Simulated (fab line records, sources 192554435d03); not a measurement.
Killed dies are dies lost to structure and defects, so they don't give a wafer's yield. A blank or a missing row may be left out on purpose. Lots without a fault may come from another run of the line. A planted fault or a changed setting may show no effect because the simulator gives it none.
fab line records | flow n5_finfet
record lots=4 wafers=11 last_day=17
route steps=1938 shown BEOL_M4@1099 BEOL_M5@1112 BEOL_M9@1422 PASSIVATION@1936
lots that met no fault: from a run of the same line without faults
start_h: hours from the record's first day to the start of the lot's first wafer shown | wait_h: hours since the lot's step before | " the same as in the row above | L1.1+2: a row that stands for several wafers | - no value, or no start given | * or withheld: withheld | < > ~ a bound
route shown NAME@n: a module of which the file shows steps, and the number in the route of the first | usual: mean/standard deviation of fault-free wafers | same: alike in all rows | chamber/n: place in a boat | sites: the reading at each site | _std_site: their standard deviation | _edge_site: outer sites' mean less inner sites' | radius_mm: how far each site lies from the wafer's centre | mask NAME#n: copy n | behind: the tool/chamber that last shaped the wafer | hold: why the lot was held/for how many hours/how that ended | device: the transistor (n, p or np) that didn't switch | end of line: the same wafers' tests at the end of the route | a step without rows: its recipe alone | killed: dies lost to structure and defects at the first sort, not the wafer's yield | map: a wafer's dies, x killed, . not, _ none there
set.NAME: the setting as run; set.NAME@STEP: as run at that earlier step | model.NAME: the simulator's own value behind a step, which no gauge read
lots at some steps of the route; a table a step, a row a wafer
services: from which hour (start_h, from the record's first day; less than 0 if before it) a tool's chamber was out of use, for how many hours, and why
## steps
# step N5_BEOL_M4_ANNEAL_95
# recipe temp_c=400 time_s=240 ambient=vacuum
# step N5_BEOL_M4_SPUTTER_96
# recipe material=Cu target_thk_a=45 temp_c=-20 chamber_pressure_pa=0.07 power_w=withheld time_s=8.29
# step N5_BEOL_M4_ECD_50
# recipe material=Cu target_thk_a=3000
# step N5_BEOL_M4_ANNEAL_51
# recipe temp_c=225 time_s=90 ambient=N2
# step N5_BEOL_M4_CMP_52
# recipe stop_on=SiOC t_overpolish_s=6.8 down_force_psi=1 platen_rpm=50 clearing_platen_down_force_psi=1.5 clearing_platen_rpm=50 post_cmp_clean=cu_alkaline target_thk_nm=40 clearing_platen_pad_velocity_m_s=0.99484 pad_velocity_m_s=0.99484
# step N5_BEOL_M4_PRE_CLEAN_60
# recipe gas=NH3/H2 time_s=15 temp_c=* rf_power_w=300
# step N5_BEOL_M4_CO_CAP_55
# recipe material=Co target_thk_a=20 temp_c=200 precursor=CCTBA/H2 pressure_torr=30 time_s=102.1
# step N5_BEOL_M4_PRE_CLEAN_56
# recipe gas=NH3 time_s=15 temp_c=withheld rf_power_w=300
# step N5_BEOL_M4_DEP_57
# recipe material=SiCN target_thk_a=80 temp_c=withheld precursor=3MS/NH3 pressure_torr=3 rf_w=202 time_s=14
# step N5_BEOL_M4_RC_MEAS_101
# usual DIBL_N=37.5/2.5 DIBL_P=38/3.1 IOFF_N=0.19/0.059 IOFF_P=0.24/0.061 ION_N=679/16 ION_P=465/9.8 SS_N=72.0/0.8 SS_P=73.7/0.86 VT_N=248/4.5 VT_P=-249/3.5
# columns lot.wafer tool chamber start_h wait_h DIBL_N[mV/V] DIBL_P[mV/V] IOFF_N[nA/um] IOFF_P[nA/um] ION_N[uA/um] ION_P[uA/um] SS_N[mV/dec] SS_P[mV/dec] VT_N[mV] VT_P[mV]
L524.2 prober-02 0 252.21 0.2 41.4 44 0.33 0.39 689 473 73.4 75.0 238 -242
L524.4 " 0 " " 39.5 39 0.23 0.26 687 466 72.6 72.7 246 -245
L524.5 " 0 " " 39.4 41 0.23 0.28 679 467 72.1 73.8 243 -246
L526.3 prober-02 0 257.34 0.3 43.9 45 0.41 0.56 724 496 73.8 75.5 236 -235
L526.4 " 0 " " 36.5 34 0.15 0.23 690 476 71.1 72.3 250 -245
L526.6 " 0 " " 36.9 34 0.17 0.24 683 472 72.2 73.3 247 -243
L528.1 prober-01 0 258.07 0.0 35.2 38 0.15 0.23 654 453 71.0 72.2 251 -247
L528.6 " 0 " " 37.7 40 0.23 0.27 679 459 72.7 74.4 244 -248
L530.1 prober-01 0 283.37 0.0 35.7 35 0.14 0.17 655 441 72.7 73.5 254 -254
L530.3 " 0 " " 36.3 34 0.14 0.16 665 445 72.0 72.8 254 -256
L530.4 " 0 " " 38.9 38 0.21 0.23 677 451 72.5 74.4 247 -253
# step N5_BEOL_M5_ILD_DEP_00
# recipe material=SiCOH_lowk target_thk_a=1406.4 temp_c=300 precursor=DEMS/porogen pressure_torr=5 rf_w=500 time_s=25.9
# step N5_BEOL_M5_CURE_79
# recipe temp_c=385 time_s=240 ambient=He/Ar material=SiCOH_lowk
# step N5_BEOL_M5_PECVD_70
# recipe material=SiO2 target_thk_a=160 temp_c=400 precursor=TEOS/O2 pressure_torr=5.5 rf_w=450 teos_flow_sccm=53.8 gas=O2 flow_sccm=3000 time_s=18
# step N5_BEOL_M5_HM_DEP_02
# recipe material=TiN target_thk_a=200 temp_c=25 chamber_pressure_pa=0.49996
# step N5_BEOL_M5_COAT_59
# recipe resist=SOC temp_c=250 time_s=60 spin_rpm=1500 resist_thk_nm=60
# step N5_BEOL_M5_COAT_60
# recipe resist=SiARC temp_c=220 time_s=60 spin_rpm=1500 resist_thk_nm=12
# step N5_BEOL_M5_COAT_71
# recipe resist=underlayer temp_c=205 time_s=60 spin_rpm=1500 resist_thk_nm=5
# step N5_BEOL_M5_COAT_05
# recipe resist=CAR-EUV spin_rpm=1500 resist_thk_nm=30
# step N5_BEOL_M5_EBR_07
# recipe solvent=PGMEA ebr_width_mm=1.5
# step N5_BEOL_M5_SOFTBAKE_06
# recipe temp_c=110 time_s=60 resist=CAR-EUV
# step N5_BEOL_M5_EXPOSE_08
# recipe mask_id=M5 na=0.33 source_shape=annular sigma_inner=0.4 sigma_outer=0.8 polarization=unpolarized target_cd_nm=28 dose_mj=35.75
# step N5_BEOL_M5_PEB_09
# recipe peb_temp_c=100 peb_time_s=60 resist=CAR-EUV
# step N5_BEOL_M5_DEVELOP_10
# recipe develop_time_s=30 developer=TMAH resist=CAR-EUV rinse_liquid=surfactant_rinse dry=air_spin dev_temp_c=23
# step N5_BEOL_M5_DESCUM_16
# recipe chemistry=O2 time_s=7 source_power_w=50 bias_power_w=20 pressure_mtorr=20 rf_frequency_hz=2.712e+07 temp_c=40 resist=CAR-EUV o2_flow_sccm=225
# step N5_BEOL_M5_ETCH_72
# recipe chemistry=N2/H2 target=underlayer target_depth_a=65 mask_material=CAR-EUV time_s=5.2 ion_energy_ev=200 pressure_mtorr=30 source_w=840 bias_w=150 n2_flow_sccm=200 h2_flow_sccm=200 ends=cleared
# step N5_BEOL_M5_ETCH_61
# recipe chemistry=CF4 target=SiARC target_depth_a=156 mask_material=CAR-EUV time_s=26 ion_energy_ev=80 pressure_mtorr=40 source_w=545 bias_w=36 Ar_flow_sccm=100 cf4_flow_sccm=100 ends=cleared
# step N5_BEOL_M5_ETCH_62
# recipe chemistry=N2/H2 target=SOC target_depth_a=750 overetch_a=150 mask_material=SiARC temp_c=40 time_s=112.5 ion_energy_ev=200 pressure_mtorr=30 source_w=840 bias_w=150 n2_flow_sccm=200 h2_flow_sccm=200
# step N5_BEOL_M5_STRIP_63
# recipe chemistry=N2/H2 temp_c=40 n2_flow_sccm=200 h2_flow_sccm=200 rf_frequency_hz=6e+07
# step N5_BEOL_M5_STRIP_73
# recipe chemistry=N2/H2 temp_c=40 n2_flow_sccm=200 h2_flow_sccm=200 rf_frequency_hz=6e+07
# step N5_BEOL_M5_STRIP_64
# recipe chemistry=CF4 resist=SiARC power_w=300 bias_power_w=75 pressure_mtorr=50 cf4_flow_sccm=150 rf_frequency_hz=6e+07
# step N5_BEOL_M5_HM_OPEN_17
# recipe chemistry=Cl2/BCl3 target_depth_a=200 overetch_a=60 target=TiN mask_material=SOC ion_energy_ev=150 pressure_mtorr=10 icp_w=1000 bias_w=126 Cl2_flow_sccm=53.25 bcl3_flow_sccm=21.75 Ar_flow_sccm=25
# step N5_BEOL_M5_STRIP_19
# recipe chemistry=O2 power_w=400 temp_c=40 pressure_mtorr=30 rf_frequency_hz=6e+07 bias_power_w=0 overash_fraction=0.2 o2_flow_sccm=225
# step N5_BEOL_M5_COAT_65
# recipe resist=SOC temp_c=250 time_s=60 spin_rpm=1500 resist_thk_nm=60
# step N5_BEOL_M5_COAT_66
# recipe resist=SiARC temp_c=220 time_s=60 spin_rpm=1500 resist_thk_nm=12
# step N5_BEOL_M9_HM_OPEN_17
# recipe chemistry=Cl2/BCl3 target_depth_a=200 overetch_a=60 target=TiN mask_material=SOC ion_energy_ev=150 pressure_mtorr=10 icp_w=1000 bias_w=126 Cl2_flow_sccm=53.25 bcl3_flow_sccm=21.75 Ar_flow_sccm=25
# usual drypump_motor_current_A=5.7/0.54 oes_ar_750_au=0.81/0.11 oes_product_au=0.68/0.093 throttle_valve_pct=22.09/0.27
# columns lot.wafer tool chamber start_h wait_h drypump_motor_current_A oes_ar_750_au oes_product_au rf_hours_counter_h throttle_valve_pct model.etch.depth_nm model.SOC_of_BEOL_M9_COAT_59.thk_nm
L524.2 rie_metal-01 0 291.83 0.0 4.8 0.68 0.55 117 22.00 20.31 92.2
L524.4 " 0 " " 4.8 0.67 0.55 - 21.98 20.09 92.2
L524.5 " 0 " " 4.8 0.68 0.55 - 21.98 19.96 92.4
L526.3 rie_metal-03 0 300.90 0.1 5.9 0.64 0.55 - 22.75 20.19 91.8
L526.4 " 1 " " 5.4 0.88 0.73 - 22.18 20.42 91.6
L526.6 " 1 " " 5.4 0.89 0.73 - 22.20 20.26 91.6
L528.1 rie_metal-01 1 301.10 0.0 5.8 0.77 0.60 48 21.95 16.99 94.8
L528.6 " 1 " " 5.8 0.77 0.66 - 21.86 19.82 91.8
L530.1 rie_metal-01 1 331.23 0.0 5.8 0.76 0.59 51 21.97 16.49 94.8
L530.3 " 1 " " 5.8 0.76 0.64 - 21.87 19.78 91.8
L530.4 " 1 " " 5.8 0.76 0.65 - 21.85 19.99 91.8
# step N5_BEOL_M9_VIA_ETCH_34
# recipe chemistry=C4F6/O2 target=SiCOH_lowk target_depth_a=1824 mask_material=SOC taper_deg=4 time_s=68.4 ion_energy_ev=250 pressure_mtorr=30 source_w=345 bias_w=185 Ar_flow_sccm=300 C4F6_flow_sccm=10 O2_flow_sccm=10
# usual O2_flow_sccm=10.002/0.026 drypump_motor_current_A=5.5/0.37 oes_ar_750_au=0.81/0.08 oes_product_au=0.81/0.083 rf_vpp_V=675/18 showerhead_plenum_p_Torr=2.85/0.087 throttle_valve_pct=20.94/0.19
# columns lot.wafer tool chamber start_h wait_h O2_flow_sccm drypump_motor_current_A oes_ar_750_au oes_product_au rf_hours_counter_h rf_vpp_V showerhead_plenum_p_Torr throttle_valve_pct
L524.2 rie_diel-06 3 293.91 0.0 10.012 5.2 0.82 0.83 67 703 3.00 20.70
L524.4 " 0 " " 10.017 5.6 0.73 0.73 187 657 2.96 21.11
L524.5 " 2 " " 10.009 6.1 0.74 0.76 - 675 2.80 20.74
L526.3 rie_diel-04 1 302.23 0.0 10.046 5.0 0.91 0.92 11 701 2.78 20.72
L526.4 " 2 " " 9.996 5.7 0.71 0.69 201 656 2.71 20.86
L526.6 " 0 " " 9.954 5.7 0.80 0.82 - 687 2.79 20.94
L528.1 rie_diel-02 2 302.43 0.0 9.995 5.8 0.90 0.54 50 655 2.80 20.59
L528.6 " 3 " " 10.056 5.7 0.84 0.83 - 668 2.96 20.99
L530.1 rie_diel-04 3 334.12 0.0 10.006 5.4 0.70 0.32 241 654 2.93 20.93
L530.3 " 1 " " 9.993 5.0 0.90 0.90 18 700 2.78 20.73
L530.4 " 2 " " 9.935 5.7 0.70 0.69 207 654 2.71 20.88
# step N5_BEOL_M9_OCD_MEAS_38
# usual trench_depth_nm=152/3.2
# columns lot.wafer tool chamber start_h wait_h trench_depth_nm
L524.2 ocd-02 - 294.19 - 151
L524.4 " - " " 155
L524.5 " - " " 156
L526.3 ocd-01 - 302.51 - 149
L526.4 " - " " 148
L526.6 " - " " 148
L528.1 ocd-02 - 302.70 - 59
L528.6 " - " " 153
L530.1 ocd-01 - 334.40 - 21
L530.3 " - " " 149
L530.4 " - " " 149
# step N5_BEOL_M9_THK_MEAS_53
# recipe thk_meas_gauge=xrf reads=Cu_of_BEOL_M9_ECD_50
# usual M9_THK=139/3.2
# columns lot.wafer tool chamber start_h wait_h M9_THK[nm]
L524.2 film_metro-01 - 297.04 - 139
L524.4 " - " " 142
L524.5 " - " " 143
L526.3 film_metro-01 - 304.55 - 137
L526.4 " - " " 136
L526.6 " - " " 136
L528.1 film_metro-02 - 304.65 - -
L528.6 " - " " 141
L530.1 film_metro-01 - 336.90 - -
L530.3 " - " " 138
L530.4 " - " " 136
# step N5_PASSIVATION_PROBE_49
# usual defect_limited_yield=91.0/1.4 killed_at_M0_to_M3=35/10 killed_at_M4_up=14/5.5 killed_at_contacts=13/5.6 killed_at_front_end=41/11 killed_at_other=4/3.4 killed_dies=106/16 killed_on_rim=13/4 killed_open=68/12 killed_short=35/7.3 sort_bin_4_leakage=0.3/2.1 sort_bin_5_function=5.3/0.89 sort_bin_6_memory=3.4/0.67 sort_n_pass=1070/28 sort_yield_pct=90.7/2.4
# same gross_dies=1180 killed_at_back_side=0 sort_bin_8_speed[%]=0
# columns lot.wafer tool chamber start_h wait_h defect_limited_yield[%] killed_at_M0_to_M3 killed_at_M4_up killed_at_contacts killed_at_front_end killed_at_other killed_dies killed_on_rim killed_open killed_short sort_bin_4_leakage[%] sort_bin_5_function[%] sort_bin_6_memory[%] sort_n_pass sort_yield_pct[%]
L524.2 prober-02 - 355.33 0.1 91.0 47 16 3 36 4 106 11 70 36 1.5 5.3 3.4 1056 89.5
L524.4 prober-02 - 355.43 0.2 90.4 46 17 11 39 0 113 11 77 35 0 5.3 4.0 1067 90.4
L524.5 prober-02 - 355.48 0.2 93.1 29 17 7 29 0 82 7 55 26 0 3.6 3.0 1098 93.1
L528.1 prober-01 - 374.50 0.0 33.7 32 684 22 36 8 782 73 64 43 0 61.9 3.9 398 33.7
L528.6 prober-01 - 374.75 0.3 90.3 44 16 21 30 4 115 11 79 32 0 5.7 3.9 1065 90.3
L526.3 prober-02 - 379.48 0.1 91.4 29 14 14 44 1 102 18 58 41 23.2 4.7 3.6 804 68.1
L526.4 prober-02 - 379.53 0.2 90.8 24 12 12 51 9 108 16 58 43 0 4.9 3.3 1072 90.8
L526.6 prober-02 - 379.63 0.3 92.4 33 15 4 34 4 90 14 54 33 0 4.7 2.5 1090 92.4
L530.1 prober-02 - 397.60 0.0 13.9 18 935 18 44 1 1016 152 57 29 0 83.6 2.4 164 13.9
L530.3 prober-02 - 397.70 0.1 88.4 56 19 11 42 9 137 13 94 41 0 5.9 5.3 1043 88.4
L530.4 prober-02 - 397.75 0.2 91.9 29 15 12 38 1 95 12 62 33 0 4.4 3.2 1085 91.9
# killed by level:class
L524.2 BEOL_M3:geometric_particle:open=13 BEOL_M0_SAQP:geometric_particle:short=11 FIN_SAQP:geometric_particle:short=8 STI_FIN_REVEAL:geometric_particle:open=8 FIN_SAQP:geometric_particle:open=7 BEOL_M0_SAQP:geometric_particle:open=6 BEOL_M1:geometric_particle:open=6 BEOL_M4:geometric_particle:open=5
L524.4 BEOL_M3:geometric_particle:open=14 FIN_SAQP:geometric_particle:open=11 MOL_CONTACT_COAG:geometric_particle:open=10 BEOL_M0_SAQP:geometric_particle:short=7 BEOL_M4:geometric_particle:open=7 BEOL_M2:geometric_particle:open=6 BEOL_M0_SAQP:geometric_particle:open=5 BEOL_M0:geometric_particle:short=5
L524.5 BEOL_M3:geometric_particle:open=9 FIN_SAQP:geometric_particle:open=6 BEOL_M4:geometric_particle:open=6 DUMMY_GATE:geometric_particle:open=5 MOL_CONTACT_COAG:geometric_particle:open=5 BEOL_M2:geometric_particle:open=5 FIN_SAQP:geometric_particle:short=3 BEOL_M0_SAQP:geometric_particle:short=3
L528.1 BEOL_M9:area_open=674 MOL_CONTACT_COAG:geometric_particle:open=17 STI_FIN_REVEAL:geometric_particle:open=8 BEOL_M3:geometric_particle:open=8 BEOL_M0_SAQP:geometric_particle:open=8 BEOL_M0_SAQP:geometric_particle:short=8 GATE_CUT:geometric_particle:short=6 STARTING-WAFER:geometric_particle:short=6
L528.6 MOL_CONTACT_COAG:geometric_particle:open=17 BEOL_M1:geometric_particle:open=10 BEOL_M0_SAQP:geometric_particle:open=9 BEOL_M0_SAQP:geometric_particle:short=9 FIN_SAQP:geometric_particle:open=7 BEOL_M4:geometric_particle:open=7 FIN_SAQP:geometric_particle:short=6 BEOL_M2:geometric_particle:open=5
L526.3 FIN_SAQP:geometric_particle:short=17 MOL_CONTACT_COAG:geometric_particle:open=10 BEOL_M1:geometric_particle:open=9 BEOL_M2:geometric_particle:open=8 BEOL_M4:geometric_particle:open=7 GATE_CUT:geometric_particle:short=6 STI_FIN_REVEAL:geometric_particle:short=5 STI_FIN_REVEAL:geometric_particle:open=5
L526.4 FIN_SAQP:geometric_particle:short=11 FIN_SAQP:geometric_particle:open=9 MOL_CONTACT_COAG:geometric_particle:open=9 HKMG_FIN:area_etch=7 GATE_CUT:geometric_particle:short=6 BEOL_M0:geometric_particle:open=6 BEOL_M0:geometric_particle:short=6 BEOL_M4:geometric_particle:open=6
L526.6 BEOL_M4:geometric_particle:open=9 BEOL_M0:geometric_particle:open=8 GATE_CUT:geometric_particle:short=7 FIN_SAQP:geometric_particle:short=6 FIN_SAQP:geometric_particle:open=6 BEOL_M0:geometric_particle:short=5 BEOL_M1:geometric_particle:open=5 STI_FIN_REVEAL:geometric_particle:open=4
L530.1 BEOL_M9:area_open=929 MOL_CONTACT_COAG:geometric_particle:open=13 FIN_SAQP:geometric_particle:open=9 STI_FIN_REVEAL:geometric_particle:open=8 DUMMY_GATE:geometric_particle:open=6 BEOL_M0_SAQP:geometric_particle:short=6 FIN_SAQP:geometric_particle:short=5 GATE_CUT:geometric_particle:short=5
L530.3 BEOL_M1:geometric_particle:open=12 BEOL_M0_SAQP:geometric_particle:open=10 BEOL_M3:geometric_particle:open=10 FIN_SAQP:geometric_particle:open=9 MOL_CONTACT_COAG:geometric_particle:open=9 BEOL_M2:geometric_particle:open=9 BEOL_M0_SAQP:geometric_particle:short=8 DUMMY_GATE:geometric_particle:open=8
L530.4 BEOL_M0_SAQP:geometric_particle:open=9 BEOL_M0_SAQP:geometric_particle:short=8 GATE_CUT:geometric_particle:short=7 MOL_CONTACT_COAG:geometric_particle:open=7 FIN_SAQP:geometric_particle:open=6 STI_FIN_REVEAL:geometric_particle:open=6 BEOL_M4:geometric_particle:open=6 MOL_CONTACT_COAG:geometric_particle:short=5
# map L528.1 (x killed, . not)
_________________.xx.x....x..________________
______________x...xx.xx.x.xx.xx._____________
___________xxxxxx.xxxxxx.x.xxxx.xx.__________
__________xxxxxxxxxxxxxx.x.x.....xxx_________
________xx.xx.xxxxxxxxx.xxxxx...xx...x_______
_______x.xxxxxxxxx.xx..x...xx..xxxxxxxx______
______xx.x...xxxxxx...xx.xx...xx...xxx.._____
_____xxxxxxxxxxxxxxx.xxxxxxxx..xxxxx.x.x.____
____xxxxxxxxxxxxxxxxxx.xxxxxxxx.xx.xxx.xx.___
___xxxxxxxxxxxxxxxxxxxxxx.xxxxxx.xxxx...x.x__
___xxx..xx.xxxxxxxxxxxxxxxxxx.x.xxxx.xx..x.__
__xx.x.xxxxxxxxxxxxxx.xxxx.xx..xxx.xx....xxx_
__x.xx.xxxxxxxxx.xxxxxxxxxxx..x..xxxxx......_
_xxx.xx.xxxxxxxx..xxxxxxxxx.x.x..xx.......x..
_xxx....xxxxxxx.xxxxxxxxxxxx.x..xxx..xx.x..x.
_xxx.xxxxxxxxxxxxx.xxxxxxxxxxx.xxxxx..x.xxxx.
_xx.xxxxxxxxxxxxxxxxxxxxxxxx.xxxxxx.x.x.x....
_xxxxxxxxxxxxxxx.xxxxxxxxxxx.x.x.xx.xxx...x..
_xxxx.xxxxxxxx.xxxxxxxxxxxxxxxxxxx.xxx.xx..x.
_x.xxxxx.xxxx.xxxxxxx.xxxxxxxxxxxx.xxxx..x..x
_.xxxxxxxxxx.xxxxx.xxxxxxxx.xxx...xxxx.x.x...
__x.xxxxxxxxxx.xxxxxxxx.xxxxxxxxxxxx....x.x._
__....xxxxxxx.xxx.x.xxx..x..xxx...xxx.xxx..x_
___..x.xxx.x.x.x.xxxxxx..x..x.xx.x.x..x.x..__
___x..xx.xxxxxxxxxxxxxx....xx.xxxx..xxxxx..__
____xxxxx.xxxx......x.xxxxx.xx...x.....xx.___
_____.x.x.xx..xx..xx.x.xx..x.x.x.xx..xxxx____
______x.........x..xx.xxxx..xx.......x.._____
_______.x.x.......x....xxx.xx.........x______
________x..x....x.x...x.xxxx.xxx.....x_______
__________xx..x..xxx....xxxx...x...._________
___________x...xxx.x.xx.xxx.xx.....__________
______________xx..x...x.x..xx..x_____________
_________________xx..........________________
# map L530.1 (x killed, . not)
_________________xxxxxxxxxxxx________________
______________xxxxxxxxxxxxxxxxxx_____________
___________xxxxxxxxxxxxxxxxxxxxxxxx__________
__________xxxxxxxxxxxxxxxxxxxxxxxxxx_________
________xxxxxxxxxxxxxxxxxxxxxxxxxxxxxx_______
_______xxxxxxxxxxxxxxxxxxxxxxxxxxxxxxxx______
______xxxxxxxxxxxxxxxxxxxxxxxxxxxxxxxxxx_____
_____xxxxxxxxxxxxxxxxxxxxxxxxxxxxxxxxxxxx____
____xxxxxxxxxxxxxxxxxxxxxxxx.xxxxxxxxxxxxx___
___xxxxxxxxxxxxxxxxxxxx..xx.xxxxxxxxxxxxxxx__
___xxxxxxxxxxxxxxxxxxxx.xxxxxx.xxxxxxxxxxxx__
__xxxxxxxxxxxxxxxx.xxx...xxx.xxxxxxxxxxxxxxx_
__xxxxxxxxxxxxxxx.xxx.......xxxxxxxxxxxxxxxx_
_xxxxxxxxxxxxx.x........x...xxxxxxxxxxxxxxxxx
_xxxxxxxxxxxxxx...x......x...xxxxxxxxxxxxxxxx
_xxxxxxxxxxxxxx..............xxxxxxxxxxxxxxxx
_xxxxxxxxxxxxxxx..x....x.x..x..xxxxxxxxxxxxxx
_xxxxxxxxxxxxxx...........x..x.xx.xxxxxxxxxxx
_xxxxxxxxxxxx.........xx.......xxxxxxxxxxxxxx
_xxxxxxxxxxx......x...........xxxxxxxxxxxxxxx
_xxxxxxxxxxxxxxx.x........xx..xxxxxxxxxxxxxxx
__xxxxxxxxxxx..x.x.....x.....xxxxxxxxxxxxxxx_
__xxxxxxxxx.xxx.xxxxxx.x.....xxxxxxxxxxxxxxx_
___xxxxxxxxxxxxxxxxxxx.x..x..xxxxxxxxxxxxxx__
___xxxxxxxx.xxxxxxxx...x..x.x.xxxxxxxxxxxxx__
____xxxxxxxxxxxxxxxxxxxxxx.xxxxxxxxxxxxxxx___
_____xxxxxxxxxxxxxxxxxxxx.xxxxxxxxxxxxxxx____
______xxxxxxxxxxxxx.xxxxxxxxxxxxxxxxxxxx_____
_______xxxxxxxxxxxxxxxxxxxxxxxxxxxxxxxx______
________xxxxxxxxxxxxxxxxxxxxxxxxxxxxxx_______
__________xxxxxxxxxxxxxxxxxxxxxxxxxx_________
___________xxxxxxxxxxxxxxxxxxxxxxxx__________
______________xxxxxxxxxxxxxxxxxx_____________
_________________xxxxxxxxxxxx________________
## services
# columns tool chamber start_h hours kind
rie_diel-06 2 299.45 8.1 repair
rie_metal-01 0 310.11 4.5 repair
rie_metal-01 0 323.34 - clean
rie_metal-01 0 323.34 18.6 scheduled_down
rie_metal-01 0 323.34 18.6 vent_cycle
rie_metal-03 0 331.76 - clean
rie_metal-03 0 331.76 26.2 scheduled_down
rie_metal-03 0 331.76 26.2 vent_cycle
## key
first_sign step=N5_BEOL_M9_VIA_ETCH_34 reading=oes_product_au direction=down sigmas=4.6 usual=0.81 struck=0.43
effect step=N5_BEOL_M9_OCD_MEAS_38 reading=trench_depth_nm direction=down sigmas=35 usual=152 struck=40
effect step=N5_BEOL_M9_THK_MEAS_53 reading=M9_THK direction=missing
effect step=N5_PASSIVATION_PROBE_49 reading=killed_at_M4_up direction=up sigmas=99+ usual=14 struck=810
model_effect step=N5_BEOL_M9_HM_OPEN_17 value=etch.depth_nm without=19.84 struck=16.74
more_kills_born_at N5_BEOL_M9_HM_OPEN_17@rie_metal-01=1603
met_at N5_BEOL_M9_HM_OPEN_17
struck_wafers L528.1,L530.1
later_rows_left_out L528.1,L530.1
onset_between 291.83 301.10
fault kind=process_parameter_drift tool=rie_metal-01 chamber=- onset_h=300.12 steps=N5_BEOL_M9_HM_OPEN_17 channel=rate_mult offset=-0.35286 shape=step end_h=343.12 scope=struck_wafers_only
# later_rows_left_out: the simulator's readings of these wafers behind a module that went badly wrong aren't trusted and aren't shown, but for the sort
